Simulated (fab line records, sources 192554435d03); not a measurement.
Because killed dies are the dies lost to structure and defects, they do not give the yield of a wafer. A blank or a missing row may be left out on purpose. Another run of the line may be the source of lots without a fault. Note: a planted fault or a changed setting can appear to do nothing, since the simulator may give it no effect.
Split-lot trial	flow n5 finfet	21 wafers read from 7 lots, route of 1938 steps

## THE SPLIT
At N5_BEOL_M0_ETCH_128 (etches SiCN in CF4/N2, target depth 12 nm, overetch 5.1 nm, time 21.4 s), the setting source w was moved away from the recipe's 430 W on 6 of the 21 wafers read, by -10.8% to +16.2%. This setting was run at the recipe's value on the other wafers.

The reading is taken at the split's own step.

## THE READING
rf vpp V, in V, at N5_BEOL_M0_ETCH_128 (etches SiCN in CF4/N2, target depth 12 nm, overetch 5.1 nm, time 21.4 s). On this fab line, fault-free wafers typically give 382.3 V with a standard deviation of 1.9 V.

wafer	tool, chamber at the split	source w as run, W	against the recipe	rf vpp V, V	against lot-mates on the recipe
L074.1	rie diel-01, 3	430	recipe	383.7	-
L074.2	rie diel-01, 1	430	recipe	380.5	-
L074.5	rie diel-01, 0	430	recipe	381.5	-
L080.1	rie diel-05, 1	472.1	+9.8%	370.4	-6.7
L080.2	rie diel-05, 2	430	recipe	377.1	-
L080.5	rie diel-05, 2	472.1	+9.8%	366.2	-10.9
L081.1	rie diel-01, 2	430	recipe	382.3	-
L081.2	rie diel-01, 0	430	recipe	381.7	-
L081.5	rie diel-01, 0	430	recipe	381.7	-
L084.1	rie diel-04, 0	495.4	+15.2%	364.8	-17.8
L084.2	rie diel-04, 2	430	recipe	382.6	-
L084.4	rie diel-04, 0	495.4	+15.2%	364.3	-18.3
L086.1	rie diel-04, 3	430	recipe	382.9	-
L086.3	rie diel-04, 0	430	recipe	383.6	-
L086.5	rie diel-04, 0	430	recipe	383.7	-
L087.3	rie diel-05, 2	430	recipe	377.6	-
L087.5	rie diel-05, 0	499.6	+16.2%	361.9	-19.0
L087.6	rie diel-05, 3	430	recipe	384.2	-
L091.4	rie diel-05, 2	430	recipe	378.5	-
L091.5	rie diel-05, 3	383.4	-10.8%	398.2	+19.7
L091.6	rie diel-05, 2	430	recipe	378.5	-

THE FIT
A straight line over all 21 wafers: rf vpp V changes by -1.24 V for each +1% of source w; r = -0.96; the points scatter about the line by 2.4 V.
The same after taking each lot's own level away (the mean of its wafers on the recipe; 21 wafers): -1.24 V for each +1%; r = -0.97; scatter 2.2 V.
According to that fit, moving source w by its largest amount changes the reading by 20 V.
The span of the lots' own levels, 377.10 to 383.40 V, comes to 3.3 times the standard deviation stated above.
Hence the lot-to-lot level has little effect on the slope; both slopes agree.
Check: with one of the wafers moved furthest among these (+16.2%) left out of the fit, the line predicts -19.5 V for it against its lot-mates. Against them it came out at -19 V.
Tool readings at the split's step, against how far the setting was moved: rf vpp V r = -0.96.

## THESE WAFERS: OTHER SPLITS
These wafers also went through other splits before the reading. Each is held against what the fit with the lots' levels taken away leaves over:
other split on the same wafers	wafers away from the commonest value	r with rf vpp V (lot level and that fit taken away)
N5_MOL_CONTACT_COAG_COAT_77 spin rpm	5	-0.24
N5_MOL_CONTACT_COAG_EXPOSE_37 dose mj	7	+0.10
N5_MOL_CONTACT_COAG_DESCUM_45 time s	9	-0.11
N5_BEOL_M0_SAQP_SPACER2_ALD_26 target thk a	5	-0.12

## THE FILE'S OWN FIT
rf vpp V changes by -1.25 V for each +1% of source w, r = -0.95.
